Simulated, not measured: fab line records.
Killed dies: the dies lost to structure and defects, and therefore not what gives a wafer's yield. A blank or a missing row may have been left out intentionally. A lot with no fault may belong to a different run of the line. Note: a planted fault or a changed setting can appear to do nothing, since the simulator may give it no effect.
fab line records ; flow n5_finfet
[record] lots = 11; wafers = 33; last_day = 18
route steps=1938 shown ZERO_LAYER@18 WELL_APT@29 BEOL_M4@1111 PASSIVATION@1936
lots that met no fault: from a run of the same line without faults
start_h: start of the lot's first displayed wafer, in hours after the record's first day ; wait_h: hours since the lot's step before ; " same as the row above ; L1.1+2: a single row standing in for several wafers ; - no value, or no start given ; * or withheld: withheld ; < > ~ a bound
route shown NAME@n: a module of which the file shows steps, and the number in the route of the first ; usual: the fault-free wafers' mean and standard deviation ; same: alike in all rows ; chamber/n: place in a boat ; sites: each site's reading ; _std_site: the values' standard deviation ; _edge_site: outer sites' mean less inner sites' ; radius_mm: for every site, how far away it sits from the centre of the wafer ; mask NAME#n: copy n ; behind: the tool/chamber that last shaped the wafer ; hold: why the lot was held/for how many hours/how that ended ; device: which transistor (n, p or np) failed to switch ; end of line: the tests these same wafers got at the end of their route ; where a step has no rows: the recipe by itself ; killed: not the wafer's yield, but the dies lost to structure and defects at the first sort ; map: a wafer's dies, marking killed ones x, the rest . and places with no die _
set.NAME: the setting that was run; set.NAME@STEP: the one run at that earlier step ; model.NAME: the simulator's own value behind a step, which no gauge read
route steps across a sampled set of lots; one table per step, one row per wafer
services: from which hour (start_h, from the record's first day; less than 0 if before it) a tool's chamber was out of use, for how many hours, and why
[[steps]]
[step N5_ZERO_LAYER_STRIP_19]
[recipe] chemistry = SPM; time_s = 900; temp_c = 130; h2so4_h2o2_vol_ratio = 4; dry = ipa_marangoni
[usual] bath_guard_temp_C = 129.9/0.49; bath_heat_duty_pct = 15.0/1.6
lot.wafer;tool;chamber;start_h;wait_h;bath_guard_temp_C;bath_heat_duty_pct
L671.2;wet_bench-06;4;19.10;0.1;130.3;15.6
L671.4;wet_bench-06;5;19.10;0.1;130.0;14.7
L671.5;wet_bench-06;0;19.10;0.1;129.6;13.8
L672.1;wet_bench-03;7;24.99;0.1;129.5;17.7
L672.4;wet_bench-03;5;24.99;0.1;129.9;12.5
L672.6;wet_bench-03;3;24.99;0.1;129.9;14.9
L677.2;wet_bench-04;6;55.01;0.1;129.8;15.3
L677.3;wet_bench-04;5;55.01;0.1;129.7;16.4
L677.4;wet_bench-04;4;55.01;0.1;130.6;13.7
L678.4;wet_bench-04;3;61.31;0.0;130.2;18.5
L678.5;wet_bench-04;4;61.31;0.0;130.3;12.9
L678.6;wet_bench-04;5;61.31;0.0;129.4;15.2
L680.3;wet_bench-04;3;73.15;0.0;129.8;16.8
L680.5;wet_bench-04;5;73.15;0.0;129.5;15.5
L680.6;wet_bench-04;2;73.15;0.0;129.5;13.5
L686.1;wet_bench-06;2;109.30;0.1;129.6;17.6
L686.3;wet_bench-06;1;109.30;0.1;129.1;13.2
L686.6;wet_bench-06;7;109.30;0.1;131.0;15.3
L687.1;wet_bench-04;0;115.10;0.1;-;-
L687.2;wet_bench-04;3;115.10;0.1;-;-
L687.3;wet_bench-04;2;115.10;0.1;-;-
L688.4;wet_bench-04;6;121.29;0.0;-;-
L688.5;wet_bench-04;4;121.29;0.0;-;-
L688.6;wet_bench-04;1;121.29;0.0;-;-
L689.1;wet_bench-06;4;126.98;0.1;-;-
L689.2;wet_bench-06;3;126.98;0.1;-;-
L689.4;wet_bench-06;0;126.98;0.1;-;-
L692.1;wet_bench-03;7;144.98;0.1;129.3;17.8
L692.2;wet_bench-03;0;144.98;0.1;129.9;15.7
L692.3;wet_bench-03;2;144.98;0.1;129.7;14.4
L693.1;wet_bench-03;5;151.29;0.1;129.9;13.6
L693.2;wet_bench-03;4;151.29;0.1;129.7;16.1
L693.5;wet_bench-03;1;151.29;0.1;128.6;17.8
[step N5_WELL_APT_OVL_MEAS_09]
[recipe] points_per_wafer = 44
[usual] NWELL_OVL = -1/5.4
lot.wafer;tool;chamber;start_h;wait_h;NWELL_OVL[nm]
L671.2;overlay-02;0;20.09;0.0;-13
L671.4;overlay-02;0;20.09;0.0;-11
L671.5;overlay-02;0;20.09;0.0;-13
L672.1;overlay-02;0;25.72;0.0;-5
L672.4;overlay-02;0;25.72;0.0;-4
L672.6;overlay-02;0;25.72;0.0;-2
L677.2;overlay-02;0;55.64;0.0;1
L677.3;overlay-02;0;55.64;0.0;2
L677.4;overlay-02;0;55.64;0.0;-4
L678.4;overlay-02;0;61.92;0.0;-2
L678.5;overlay-02;0;61.92;0.0;4
L678.6;overlay-02;0;61.92;0.0;0
L680.3;overlay-02;0;73.78;0.0;1
L680.5;overlay-02;0;73.78;0.0;-1
L680.6;overlay-02;0;73.78;0.0;1
L686.1;overlay-01;0;110.03;0.0;1
L686.3;overlay-01;0;110.03;0.0;-7
L686.6;overlay-01;0;110.03;0.0;-1
L687.1;overlay-01;0;115.84;0.0;0
L687.2;overlay-01;0;115.84;0.0;-4
L687.3;overlay-01;0;115.84;0.0;-6
L688.4;overlay-01;0;122.03;0.0;-4
L688.5;overlay-01;0;122.03;0.0;4
L688.6;overlay-01;0;122.03;0.0;-2
L689.1;overlay-02;0;127.59;0.0;1
L689.2;overlay-02;0;127.59;0.0;1
L689.4;overlay-02;0;127.59;0.0;4
L692.1;overlay-02;0;145.76;0.0;-7
L692.2;overlay-02;0;145.76;0.0;-10
L692.3;overlay-02;0;145.76;0.0;-9
L693.1;overlay-02;0;151.90;0.0;-2
L693.2;overlay-02;0;151.90;0.0;-1
L693.5;overlay-02;0;151.90;0.0;-3
[step N5_WELL_APT_CD_MEAS_25]
[recipe] target_cd_nm = 200; landing_energy_ev = 500; detector = se_inlens
[usual] cd_nm = 200.5/1.5
lot.wafer;tool;chamber;start_h;wait_h;cd_nm
L671.2;cd_sem-03;0;21.41;-;199.0
L671.4;cd_sem-03;0;21.41;-;199.7
L671.5;cd_sem-03;0;21.41;-;199.9
L672.1;cd_sem-02;0;27.97;-;200.0
L672.4;cd_sem-02;0;27.97;-;199.1
L672.6;cd_sem-02;0;27.97;-;200.7
L677.2;cd_sem-03;0;56.74;-;202.3
L677.3;cd_sem-03;0;56.74;-;201.5
L677.4;cd_sem-03;0;56.74;-;199.3
L678.4;cd_sem-02;0;63.05;-;198.7
L678.5;cd_sem-02;0;63.05;-;200.1
L678.6;cd_sem-02;0;63.05;-;200.9
L680.3;cd_sem-02;0;75.01;-;198.6
L680.5;cd_sem-02;0;75.01;-;200.8
L680.6;cd_sem-02;0;75.01;-;200.9
L686.1;cd_sem-03;0;111.13;-;199.7
L686.3;cd_sem-03;0;111.13;-;200.6
L686.6;cd_sem-03;0;111.13;-;200.6
L687.1;cd_sem-01;0;117.07;-;197.5
L687.2;cd_sem-01;0;117.07;-;198.3
L687.3;cd_sem-01;0;117.07;-;197.9
L688.4;cd_sem-01;0;123.16;-;199.4
L688.5;cd_sem-01;0;123.16;-;198.5
L688.6;cd_sem-01;0;123.16;-;201.8
L689.1;cd_sem-03;0;128.72;-;201.5
L689.2;cd_sem-03;0;128.72;-;200.8
L689.4;cd_sem-03;0;128.72;-;200.0
L692.1;cd_sem-02;0;147.04;-;198.8
L692.2;cd_sem-02;0;147.04;-;200.5
L692.3;cd_sem-02;0;147.04;-;201.3
L693.1;cd_sem-01;0;153.15;-;203.9
L693.2;cd_sem-01;0;153.15;-;202.7
L693.5;cd_sem-01;0;153.15;-;202.9
[step N5_WELL_APT_INSPECT_27]
[recipe] mode = adi; inspect_instrument = macro
[usual] raw_defect_count = 2.2/1.4
lot.wafer;tool;chamber;start_h;wait_h;raw_defect_count
L671.2;defect_inspect-01;-;21.46;0.0;2
L671.4;defect_inspect-01;-;21.46;0.0;2
L671.5;defect_inspect-01;-;21.46;0.0;1
L672.1;defect_inspect-01;-;28.03;0.0;1
L672.4;defect_inspect-01;-;28.03;0.0;3
L672.6;defect_inspect-01;-;28.03;0.0;2
L677.2;defect_inspect-01;-;56.79;0.0;3
L677.3;defect_inspect-01;-;56.79;0.0;4
L677.4;defect_inspect-01;-;56.79;0.0;2
L678.4;defect_inspect-02;-;63.10;0.0;1
L678.5;defect_inspect-02;-;63.10;0.0;2
L678.6;defect_inspect-02;-;63.10;0.0;0
L680.3;defect_inspect-02;-;75.07;0.0;2
L680.5;defect_inspect-02;-;75.07;0.0;2
L680.6;defect_inspect-02;-;75.07;0.0;4
L686.1;defect_inspect-02;-;111.19;0.0;3
L686.3;defect_inspect-02;-;111.19;0.0;0
L686.6;defect_inspect-02;-;111.19;0.0;0
L687.1;defect_inspect-02;-;117.13;0.0;3
L687.2;defect_inspect-02;-;117.13;0.0;1
L687.3;defect_inspect-02;-;117.13;0.0;2
L688.4;defect_inspect-02;-;123.21;0.0;2
L688.5;defect_inspect-02;-;123.21;0.0;3
L688.6;defect_inspect-02;-;123.21;0.0;2
L689.1;defect_inspect-01;-;128.78;0.0;3
L689.2;defect_inspect-01;-;128.78;0.0;2
L689.4;defect_inspect-01;-;128.78;0.0;4
L692.1;defect_inspect-01;-;147.09;0.0;1
L692.2;defect_inspect-01;-;147.09;0.0;5
L692.3;defect_inspect-01;-;147.09;0.0;1
L693.1;defect_inspect-01;-;153.21;0.0;1
L693.2;defect_inspect-01;-;153.21;0.0;1
L693.5;defect_inspect-01;-;153.21;0.0;1
[step N5_BEOL_M4_RC_MEAS_101]
[usual] DIBL_N = 36.4/1.5; DIBL_P = 35.8/1.7; IOFF_N = 0.154/0.022; IOFF_P = 0.21/0.031; ION_N = 672/8.8; ION_P = 462/7.2; SS_N = 71.5/0.53; SS_P = 73.2/0.62; VT_N = 250.4/2.5; VT_P = -250/3.5
lot.wafer;tool;chamber;start_h;wait_h;DIBL_N[mV/V];DIBL_P[mV/V];IOFF_N[nA/um];IOFF_P[nA/um];ION_N[uA/um];ION_P[uA/um];SS_N[mV/dec];SS_P[mV/dec];VT_N[mV];VT_P[mV]
L671.2;prober-01;0;171.15;0.2;37.2;36.9;0.157;0.24;676;464;71.4;73.3;248.2;-248
L671.4;prober-01;0;171.15;0.2;38.6;38.1;0.177;0.26;668;462;71.9;73.2;253.6;-247
L671.5;prober-01;0;171.15;0.2;37.5;36.5;0.162;0.23;657;459;71.5;73.3;249.9;-248
L672.1;prober-02;0;176.15;0.0;39.1;37.5;0.180;0.20;663;450;72.1;74.1;247.2;-253
L672.4;prober-02;0;176.15;0.0;37.0;35.0;0.145;0.17;666;451;71.4;73.2;251.9;-254
L672.6;prober-02;0;176.15;0.0;38.7;37.1;0.173;0.19;667;459;71.7;73.4;249.3;-253
L677.2;prober-02;0;223.73;0.2;36.9;35.8;0.173;0.23;685;470;71.2;73.4;246.9;-246
L677.3;prober-02;0;223.73;0.2;35.0;32.7;0.126;0.18;672;463;71.3;73.2;252.6;-253
L677.4;prober-02;0;223.73;0.2;33.3;30.2;0.109;0.15;667;459;70.4;71.5;251.0;-253
L680.3;prober-01;0;244.06;0.3;37.0;35.7;0.159;0.23;670;468;72.1;72.6;249.8;-246
L680.5;prober-01;0;244.06;0.3;35.6;34.9;0.139;0.21;667;463;71.1;72.8;251.1;-246
L680.6;prober-01;0;244.06;0.3;37.3;37.0;0.179;0.25;684;477;71.4;73.5;246.8;-245
L678.4;prober-01;0;247.67;0.7;36.3;37.0;0.138;0.22;667;464;70.6;72.6;252.3;-249
L678.5;prober-01;0;247.67;0.7;36.8;37.3;0.147;0.22;666;465;71.3;73.3;250.6;-247
L678.6;prober-01;0;247.67;0.7;36.4;37.7;0.150;0.22;674;465;71.2;73.1;250.0;-245
L686.1;prober-02;0;282.94;0.0;33.1;33.4;0.123;0.19;674;468;70.9;72.5;250.5;-251
L686.3;prober-02;0;282.94;0.0;35.5;35.7;0.154;0.22;674;465;71.4;73.0;248.8;-247
L686.6;prober-02;0;282.94;0.0;35.6;35.9;0.161;0.23;662;465;71.3;72.5;248.0;-248
L687.1;prober-02;0;285.00;0.0;35.7;34.0;0.140;0.22;665;466;71.0;72.2;254.9;-248
L687.2;prober-02;0;285.00;0.0;35.2;35.1;0.140;0.23;661;467;71.2;72.9;252.9;-247
L687.3;prober-02;0;285.00;0.0;36.8;36.5;0.166;0.26;679;473;71.3;73.4;251.1;-244
L688.4;prober-01;0;287.26;0.5;35.4;35.9;0.148;0.21;682;465;70.6;73.6;249.6;-249
L688.5;prober-01;0;287.26;0.5;38.2;39.0;0.212;0.28;695;480;71.5;73.9;244.6;-244
L688.6;prober-01;0;287.26;0.5;38.8;39.3;0.219;0.29;686;467;71.9;73.8;246.8;-241
L689.1;prober-01;0;288.39;0.0;35.8;34.6;0.141;0.18;670;459;71.2;71.9;251.1;-251
L689.2;prober-01;0;288.39;0.0;36.6;36.0;0.164;0.19;681;462;71.5;72.6;250.5;-250
L689.4;prober-01;0;288.39;0.0;36.8;36.4;0.162;0.20;674;466;72.1;73.2;250.2;-251
L692.1;prober-01;0;300.84;0.0;35.1;33.8;0.138;0.20;674;470;71.1;72.7;249.0;-247
L692.2;prober-01;0;300.84;0.0;36.8;36.1;0.174;0.25;677;461;72.0;73.0;248.0;-247
L692.3;prober-01;0;300.84;0.0;36.6;35.9;0.166;0.23;688;474;71.8;73.3;248.0;-248
L693.1;prober-02;0;322.60;0.0;36.9;35.3;0.148;0.20;680;458;70.7;72.9;251.6;-250
L693.2;prober-02;0;322.60;0.0;37.7;36.1;0.170;0.21;679;459;72.0;73.4;249.5;-251
L693.5;prober-02;0;322.60;0.0;37.4;35.3;0.148;0.19;672;461;71.9;72.2;249.1;-251
[step N5_PASSIVATION_PROBE_49]
[usual] defect_limited_yield = 91.5/1.4; killed_at_M0_to_M3 = 32/9.8; killed_at_M4_up = 13/5.3; killed_at_contacts = 13/6.4; killed_at_front_end = 39/10; killed_at_other = 3.1/2.5; killed_dies = 100/17; killed_open = 65/13; killed_short = 33/7.7; sort_bin_5_function = 5.0/0.93; sort_bin_6_memory = 3.2/0.69; sort_n_pass = 1080/17; sort_yield_pct = 91.5/1.4
[same] gross_dies = 1180; killed_at_back_side = 0; sort_bin_4_leakage[%] = 0; sort_bin_8_speed[%] = 0
lot.wafer;tool;chamber;start_h;wait_h;defect_limited_yield[%];killed_at_M0_to_M3;killed_at_M4_up;killed_at_contacts;killed_at_front_end;killed_at_other;killed_dies;killed_open;killed_short;sort_bin_5_function[%];sort_bin_6_memory[%];sort_n_pass;sort_yield_pct[%]
L671.2;prober-02;-;275.99;0.1;92.5;23;7;16;38;4;88;54;33;3.3;4.1;1092;92.5
L671.4;prober-02;-;276.09;0.2;90.4;34;8;21;49;1;113;81;32;5.3;3.9;1067;90.4
L671.5;prober-02;-;276.14;0.2;90.7;33;5;20;49;3;110;80;29;6.3;2.9;1070;90.7
L687.1;prober-02;-;394.50;0.0;92.7;28;16;18;22;2;86;68;17;4.9;2.1;1094;92.7
L687.2;prober-02;-;394.55;0.1;88.9;52;9;19;47;4;131;86;45;5.9;4.9;1049;88.9
L687.3;prober-02;-;394.60;0.1;91.3;28;19;17;36;3;103;68;33;5.3;2.9;1077;91.3
L686.3;prober-01;-;399.05;0.1;92.3;25;19;11;34;2;91;50;36;5.1;2.5;1089;92.3
L688.4;prober-02;-;401.38;0.2;90.9;21;17;15;51;3;107;76;31;5.8;3.1;1073;90.9
L688.5;prober-02;-;401.43;0.2;92.0;19;14;12;45;4;94;65;26;5.3;2.2;1086;92.0
L688.6;prober-02;-;401.48;0.3;92.2;29;10;12;40;1;92;67;25;4.4;3.1;1088;92.2
L689.1;prober-02;-;405.08;0.0;92.7;31;9;9;37;0;86;62;24;5.1;2.2;1094;92.7
L689.2;prober-02;-;405.13;0.1;94.1;23;11;7;29;0;70;45;25;3.7;2.0;1110;94.1
L689.4;prober-02;-;405.23;0.2;91.9;24;19;5;46;2;96;69;26;4.4;3.5;1084;91.9
L692.1;prober-02;-;412.88;0.0;90.6;31;24;7;44;5;111;70;37;5.8;3.1;1069;90.6
L692.2;prober-02;-;412.93;0.1;91.9;43;9;8;31;4;95;77;16;4.8;3.2;1085;91.9
L692.3;prober-02;-;412.98;0.1;88.2;62;20;5;50;2;139;86;50;7.6;3.9;1041;88.2
L693.1;prober-02;-;432.07;0.0;91.4;39;10;15;35;2;101;62;39;5.3;3.0;1079;91.4
L693.2;prober-02;-;432.12;0.1;92.6;27;13;6;41;0;87;66;21;4.3;2.8;1093;92.6
L693.5;prober-02;-;432.27;0.2;91.0;42;9;8;46;1;106;70;36;5.3;3.5;1074;91.0
// killed by level:class
L671.2 MOL_CONTACT_COAG:geometric_particle:open=11 FIN_SAQP:geometric_particle:open=10 GATE_CUT:geometric_particle:short=7 BEOL_M3:geometric_particle:open=6 MOL_CONTACT_COAG:geometric_particle:short=5 BEOL_M0_SAQP:geometric_particle:short=4 ILD0:geometric_particle:short=3 BEOL_M0_SAQP:geometric_particle:open=3
L671.4 MOL_CONTACT_COAG:geometric_particle:open=19 BEOL_M2:geometric_particle:open=13 STI_FIN_REVEAL:geometric_particle:open=11 FIN_SAQP:geometric_particle:open=9 FIN_SAQP:geometric_particle:short=9 STI_FIN_REVEAL:geometric_particle:short=8 BEOL_M0_SAQP:geometric_particle:open=6 GATE_CUT:geometric_particle:short=4
L671.5 MOL_CONTACT_COAG:geometric_particle:open=19 BEOL_M2:geometric_particle:open=9 STI_FIN_REVEAL:geometric_particle:open=8 GATE_CUT:geometric_particle:open=8 FIN_SAQP:geometric_particle:open=6 FIN_SAQP:geometric_particle:short=5 STI_FIN_REVEAL:geometric_particle:short=5 BEOL_M0_SAQP:geometric_particle:open=5
L687.1 MOL_CONTACT_COAG:geometric_particle:open=15 BEOL_M4:geometric_particle:open=10 BEOL_M2:geometric_particle:open=8 BEOL_M1:geometric_particle:open=6 FIN_SAQP:geometric_particle:short=4 FIN_SAQP:geometric_particle:open=4 STI_FIN_REVEAL:geometric_particle:open=4 BEOL_M3:geometric_particle:open=4
L687.2 MOL_CONTACT_COAG:geometric_particle:open=15 BEOL_M2:geometric_particle:open=13 FIN_SAQP:geometric_particle:short=11 FIN_SAQP:geometric_particle:open=10 DUMMY_GATE:geometric_particle:open=9 BEOL_M0_SAQP:geometric_particle:open=9 BEOL_M3:geometric_particle:short=8 BEOL_M3:geometric_particle:open=7
L687.3 MOL_CONTACT_COAG:geometric_particle:open=13 BEOL_M3:geometric_particle:open=12 STI_FIN_REVEAL:geometric_particle:open=9 BEOL_M4:geometric_particle:open=7 BEOL_M5:geometric_particle:open=6 BEOL_M0_SAQP:geometric_particle:short=5 BEOL_M3:geometric_particle:short=5 STARTING-WAFER:geometric_particle:open=5
L686.3 MOL_CONTACT_COAG:geometric_particle:open=10 BEOL_M0_SAQP:geometric_particle:short=6 BEOL_M4:geometric_particle:open=6 GATE_CUT:geometric_particle:open=5 GATE_CUT:geometric_particle:short=5 BEOL_M0_SAQP:geometric_particle:open=5 BEOL_M2:geometric_particle:open=4 FIN_SAQP:geometric_particle:open=3
L688.4 FIN_SAQP:geometric_particle:open=20 MOL_CONTACT_COAG:geometric_particle:open=9 FIN_SAQP:geometric_particle:short=6 MOL_CONTACT_COAG:geometric_particle:short=6 BEOL_M5:geometric_particle:open=6 STI_FIN_REVEAL:geometric_particle:open=4 BEOL_M4:geometric_particle:open=4 BEOL_M1:geometric_particle:open=4
L688.5 FIN_SAQP:geometric_particle:open=11 MOL_CONTACT_COAG:geometric_particle:open=10 BEOL_M4:geometric_particle:open=8 STI_FIN_REVEAL:geometric_particle:open=6 FIN_SAQP:geometric_particle:short=5 BEOL_M0_SAQP:geometric_particle:open=5 BEOL_M0_SAQP:geometric_particle:short=5 SPACER0:geometric_particle:open=4
L688.6 FIN_SAQP:geometric_particle:open=16 MOL_CONTACT_COAG:geometric_particle:open=12 BEOL_M2:geometric_particle:open=8 FIN_SAQP:geometric_particle:short=7 BEOL_M0_SAQP:geometric_particle:short=6 DUMMY_GATE:geometric_particle:open=4 SPACER0:geometric_particle:short=4 BEOL_M0:geometric_particle:open=4
L689.1 STI_FIN_REVEAL:geometric_particle:open=14 BEOL_M3:geometric_particle:open=9 GATE_CUT:geometric_particle:short=6 MOL_CONTACT_COAG:geometric_particle:open=6 BEOL_M4:geometric_particle:open=6 BEOL_M0:geometric_particle:open=5 BEOL_M1:geometric_particle:open=5 FIN_SAQP:geometric_particle:short=4
L689.2 BEOL_M2:geometric_particle:open=10 GATE_CUT:geometric_particle:open=6 ILD0:geometric_particle:short=5 GATE_CUT:geometric_particle:short=5 MOL_CONTACT_COAG:geometric_particle:open=5 BEOL_M4:geometric_particle:open=5 BEOL_M1:geometric_particle:open=4 FIN_SAQP:geometric_particle:open=3
L689.4 STI_FIN_REVEAL:geometric_particle:open=11 BEOL_M4:geometric_particle:open=11 BEOL_M2:geometric_particle:open=10 FIN_SAQP:geometric_particle:open=9 FIN_SAQP:geometric_particle:short=7 GATE_CUT:geometric_particle:short=6 MOL_CONTACT_COAG:geometric_particle:open=5 BEOL_M3:geometric_particle:open=4
L692.1 STI_FIN_REVEAL:geometric_particle:open=13 BEOL_M4:geometric_particle:open=10 BEOL_M1:geometric_particle:open=7 BEOL_M2:geometric_particle:open=7 BEOL_M0_SAQP:geometric_particle:short=6 FIN_SAQP:geometric_particle:open=5 MOL_CONTACT_COAG:geometric_particle:open=5 DUMMY_GATE:geometric_particle:open=4
L692.2 BEOL_M2:geometric_particle:open=17 BEOL_M1:geometric_particle:open=8 FIN_SAQP:geometric_particle:open=7 MOL_CONTACT_COAG:geometric_particle:open=6 BEOL_M4:geometric_particle:open=5 STI_FIN_REVEAL:geometric_particle:open=5 BEOL_M0_SAQP:geometric_particle:open=5 FIN_SAQP:geometric_particle:short=4
L692.3 BEOL_M0_SAQP:geometric_particle:short=17 FIN_SAQP:geometric_particle:short=13 BEOL_M0_SAQP:geometric_particle:open=13 FIN_SAQP:geometric_particle:open=10 BEOL_M2:geometric_particle:open=10 BEOL_M1:geometric_particle:open=8 BEOL_M1:geometric_particle:short=8 BEOL_M4:geometric_particle:open=8
L693.1 BEOL_M0_SAQP:geometric_particle:short=14 FIN_SAQP:geometric_particle:open=10 MOL_CONTACT_COAG:geometric_particle:open=10 BEOL_M1:geometric_particle:open=7 DUMMY_GATE:geometric_particle:open=6 MOL_CONTACT_COAG:geometric_particle:short=5 BEOL_M2:geometric_particle:open=5 BEOL_M4:geometric_particle:open=5
L693.2 FIN_SAQP:geometric_particle:open=15 BEOL_M0_SAQP:geometric_particle:open=10 BEOL_M4:geometric_particle:open=8 MOL_CONTACT_COAG:geometric_particle:open=6 STI_FIN_REVEAL:geometric_particle:open=5 BEOL_M1:geometric_particle:open=5 GATE_CUT:geometric_particle:short=4 BEOL_M2:geometric_particle:open=4
L693.5 FIN_SAQP:geometric_particle:open=19 BEOL_M0_SAQP:geometric_particle:short=13 BEOL_M0_SAQP:geometric_particle:open=11 MOL_CONTACT_COAG:geometric_particle:open=8 FIN_SAQP:geometric_particle:short=7 BEOL_M1:geometric_particle:open=7 STARTING-WAFER:geometric_particle:short=5 BEOL_M2:geometric_particle:open=5
[[services]]
tool;chamber;start_h;hours;kind
wet_bench-04;-;18.08;1.8;repair
wet_bench-04;-;74.26;1.9;pm
wet_bench-03;-;79.08;9.8;repair
wet_bench-06;-;82.17;5.4;repair
[[key]]
[first_sign] step = N5_ZERO_LAYER_STRIP_19; reading = tool_record; direction = missing
effect none on later readings
met_at N5_ZERO_LAYER_STRIP_19
struck_lots L687,L688,L689
not_acting_at N5_WELL_APT_OVL_MEAS_09,N5_WELL_APT_CD_MEAS_25,N5_WELL_APT_INSPECT_27
onset_between 109.30 115.10
[fault] kind = skipped_step_whole; tool = wet_bench-04,wet_bench-06; chamber = -; onset_h = 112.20; steps = N5_ZERO_LAYER_STRIP_19; scope = struck_lots_only
